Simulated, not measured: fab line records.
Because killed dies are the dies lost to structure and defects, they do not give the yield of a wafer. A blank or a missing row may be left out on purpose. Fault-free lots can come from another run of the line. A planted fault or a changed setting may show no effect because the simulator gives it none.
Which tool was responsible? + flow nand harc + 39 wafers from 13 lots sampled at 5 of the route's 1159 steps

## WHAT EACH GAUGE READ, for each wafer
NHARC_A_BONDPAD_CD_MEAS_13.
| lot  | measured     | on        | cd nm (nm)        |
|------|--------------|-----------|-------------------|
| L979 | day 18 03:17 | cd sem-01 | 496.8 497.6 502.7 |
| L978 | day 19 06:23 | cd sem-02 | 496.3 496.3 498.3 |
| L977 | day 18 06:39 | cd sem-03 | 497.9 499.2 491.9 |
| L980 | day 18 03:58 | cd sem-03 | 499.5 498.6 500.3 |
| L981 | day 18 05:46 | cd sem-01 | 500.0 494.4 494.0 |
| L982 | day 19 03:36 | cd sem-03 | 501.2 498.4 498.7 |
| L983 | day 19 06:59 | cd sem-03 | 497.7 497.5 496.0 |
| L984 | day 20 03:05 | cd sem-02 | 499.0 497.3 496.5 |
| L985 | day 20 09:56 | cd sem-02 | 496.5 500.7 499.7 |
| L995 | day 22 09:43 | cd sem-01 | 497.8 501.8 494.7 |
| L996 | day 22 11:21 | cd sem-03 | 495.9 494.5 497.9 |
| L998 | day 23 11:35 | cd sem-02 | 497.1 499.7 501.3 |
| L100 | day 23 16:07 | cd sem-02 | 496.6 497.8 501.7 |

NHARC_END_SORT_01.
| lot  | measured     | on        | killed at array | killed at other | killed at periphery | killed dies | killed open | killed short |
|------|--------------|-----------|-----------------|-----------------|---------------------|-------------|-------------|--------------|
| L979 | day 19 15:55 | prober-01 | 28 28 26        | 2 1 0           | 3 4 2               | 33 33 28    | 3 4 1       | 1 2 3        |
| L982 | day 20 17:01 | prober-02 | 22 19 25        | 0 0 0           | 4 3 6               | 26 22 31    | 3 3 3       | 1 1 2        |
| L983 | day 20 16:18 | prober-01 | 30 27 26        | 0 0 1           | 1 2 2               | 31 29 29    | 1 3 0       | 3 2 1        |
| L985 | day 21 21:58 | prober-01 | 30 32 34        | 0 1 0           | 8 3 4               | 38 36 38    | 1 2 3       | 0 3 2        |
| L995 | day 24 01:56 | prober-01 | 37 28 30        | 2 0 2           | 97 103 88           | 136 131 120 | 2 4 2       | 1 1 1        |
| L996 | day 23 21:01 | prober-02 | 26 27 11        | 0 0 0           | 95 73 95            | 121 100 106 | 8 3 2       | 2 0 1        |

## TOOL THAT RAN EACH LOT (tool first, then ch and the chambers of the sampled wafers, then the start)
| lot  | NHARC_P_CONTACT_ETCH_36            | NHARC_A_BONDPAD_DEGAS_25     | NHARC_THIN_TSV_CMP_01         |
|------|------------------------------------|------------------------------|-------------------------------|
| L979 | rie diel-08 ch 2,3, day 5 20:31    | pvd sputter-02, day 18 03:55 | cmp-04 ch 2,3, day 18 18:43   |
| L978 | rie diel-08 ch 0,1,3, day 5 21:31  | pvd sputter-01, day 19 07:01 | cmp-02 ch 2,3, day 19 20:19   |
| L977 | rie diel-08 ch 1,2,3, day 5 22:21  | pvd sputter-02, day 18 07:17 | cmp-04 ch 0,1,2, day 18 19:55 |
| L980 | rie diel-11 ch 0,1,3, day 6 08:30  | pvd sputter-03, day 18 04:36 | cmp-01 ch 0,1,3, day 18 21:07 |
| L981 | rie diel-11 ch 1,2,3, day 6 09:11  | pvd sputter-01, day 18 06:24 | cmp-04 ch 1,2,3, day 18 17:32 |
| L982 | rie diel-04 ch 0,1,3, day 6 16:18  | pvd sputter-03, day 19 04:20 | cmp-04 ch 0,1,2, day 19 17:54 |
| L983 | rie diel-08 ch 0,1,2, day 7 03:47  | pvd sputter-01, day 19 07:38 | cmp-02 ch 0,3, day 19 19:05   |
| L984 | rie diel-08 ch 0,2,3, day 7 08:14  | pvd sputter-01, day 20 03:42 | cmp-04 ch 0,1,2, day 20 20:51 |
| L985 | rie diel-08 ch 0,1,2, day 7 19:37  | pvd sputter-01, day 20 10:35 | cmp-04 ch 1,2,3, day 21 01:19 |
| L995 | rie diel-08 ch 0,1,3, day 10 03:40 | pvd sputter-02, day 22 10:22 | cmp-01 ch 1,2,3, day 23 06:02 |
| L996 | rie diel-08 ch 2,3, day 10 05:47   | pvd sputter-03, day 22 11:58 | cmp-04 ch 0,2,3, day 23 04:49 |
| L998 | rie diel-04 ch 0,2, day 10 19:04   | pvd sputter-01, day 23 12:13 | cmp-01 ch 0,1,2, day 24 04:29 |
| L100 | rie diel-11 ch 0,1, day 11 03:42   | pvd sputter-03, day 23 16:47 | cmp-02 ch 1,2,3, day 24 06:56 |
- NHARC_P_CONTACT_ETCH_36: etches the open film in N2/H2, target depth 260 nm, time 406.25 s.
- NHARC_A_BONDPAD_DEGAS_25: time 60 s.
- NHARC_THIN_TSV_CMP_01: polishes.

## AS READ BY THE TOOLS THEMSELVES (means over the sampled wafers that have a number; for cases with no such wafer, the mark the record gives instead)
NHARC_P_CONTACT_ETCH_36.
| lot  | tool        | bias w (W) | drypump motor current A (A) | oes product au (a.u.) | rf vpp V (V) | showerhead plenum p Torr (Torr) | throttle valve pct (%) |
|------|-------------|------------|-----------------------------|-----------------------|--------------|---------------------------------|------------------------|
| L979 | rie diel-08 | 150.1      | 5.72                        | 0.996                 | 428.1        | 1.97                            | 14.167                 |
| L978 | rie diel-08 | 150.1      | 5.66                        | 0.995                 | 431.5        | 2.03                            | 14.181                 |
| L977 | rie diel-08 | 149.7      | 5.66                        | 1.005                 | 428.7        | 1.99                            | 14.172                 |
| L980 | rie diel-11 | 149.9      | 5.92                        | 1.002                 | 430.3        | 2.03                            | 14.174                 |
| L981 | rie diel-11 | 150.0      | 6.03                        | 0.988                 | 431.4        | 2.04                            | 14.166                 |
| L982 | rie diel-04 | 149.9      | 5.75                        | 0.981                 | 429.1        | 2.00                            | 14.174                 |
| L983 | rie diel-08 | 150.2      | 5.79                        | 0.996                 | 429.1        | 2.00                            | 14.171                 |
| L984 | rie diel-08 | 150.3      | 5.87                        | 0.987                 | 428.7        | 1.99                            | 14.164                 |
| L985 | rie diel-08 | 149.8      | 5.81                        | 0.999                 | 429.5        | 2.00                            | 14.168                 |
| L995 | rie diel-08 | 150.0      | 5.63                        | 0.996                 | 430.1        | 2.03                            | 14.173                 |
| L996 | rie diel-08 | 149.7      | 5.75                        | 1.001                 | 428.5        | 1.97                            | 14.171                 |
| L998 | rie diel-04 | 150.2      | 5.58                        | 1.001                 | 432.3        | 2.12                            | 14.172                 |
| L100 | rie diel-11 | 149.4      | 5.80                        | 0.997                 | 431.5        | 2.05                            | 14.178                 |

NHARC_A_BONDPAD_DEGAS_25.
| lot  | tool           | heater power w (W) |
|------|----------------|--------------------|
| L979 | pvd sputter-02 | 422                |
| L978 | pvd sputter-01 | 400                |
| L977 | pvd sputter-02 | 463                |
| L980 | pvd sputter-03 | 423                |
| L981 | pvd sputter-01 | 403                |
| L982 | pvd sputter-03 | 475                |
| L983 | pvd sputter-01 | 408                |
| L984 | pvd sputter-01 | 405                |
| L985 | pvd sputter-01 | 404                |
| L995 | pvd sputter-02 | 447                |
| L996 | pvd sputter-03 | 437                |
| L998 | pvd sputter-01 | 434                |
| L100 | pvd sputter-03 | 422                |

NHARC_THIN_TSV_CMP_01.
| lot  | tool   | motor current A (A) |
|------|--------|---------------------|
| L979 | cmp-04 | 10.9                |
| L978 | cmp-02 | 11.3                |
| L977 | cmp-04 | 12.0                |
| L980 | cmp-01 | 11.8                |
| L981 | cmp-04 | 12.1                |
| L982 | cmp-04 | 11.7                |
| L983 | cmp-02 | 11.3                |
| L984 | cmp-04 | 11.7                |
| L985 | cmp-04 | 12.3                |
| L995 | cmp-01 | 11.8                |
| L996 | cmp-04 | 11.9                |
| L998 | cmp-01 | 11.9                |
| L100 | cmp-02 | 11.9                |

## THE ANSWER, worked out from the rows above alone
Rule: the lots themselves supply what counts as usual. Put in order of their means at a reading, lots are off if they are a third of the lots or fewer, leave a main group of 4 or more, and stand apart from it by a gap of 3 or more times the standard deviation of the main group's means; of several such gaps the widest counts. A main group is skipped when, at the precision printed for the reading in the tables above, its means are all equal. Also off: a lot with no number at a reading for which 4 or more lots have one. Where the step has rows for the other lots, those lots are counted as sound. Order of review: gauges by route order, followed by the tools' own readings, for which a lot's mean as printed above is used. The first step at which some lot is off is used, and at that step the reading that is off furthest; a lot without a number counts as furthest.
Off at NHARC_END_SORT_01 (killed at periphery): L995, L996. For the main group the mean is 3.5 and the standard deviation 1.3. Neither off nor sound, because the step has no rows for them: L978, L977, L980, L981, L984, L998, L100.
If a tool, at a process step before that reading, ran all the lots that are off and no sound lot after the first of them, it fits. Those tools and the gauges at NHARC_END_SORT_01 are tried in the same way. One fits: NHARC_P_CONTACT_ETCH_36 on rie diel-08. Its last sound lot is L985 (day 7 19:37), its first lot that is off L995 (day 10 03:40): a fault that began between those two fits.

## WHAT THE SIMULATOR HAD PUT IN
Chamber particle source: rie diel-08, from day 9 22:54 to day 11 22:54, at NHARC_P_CONTACT_ETCH_36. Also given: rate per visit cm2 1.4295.
Shown lots that were struck: L995, L996. The rule above reached the same finding.
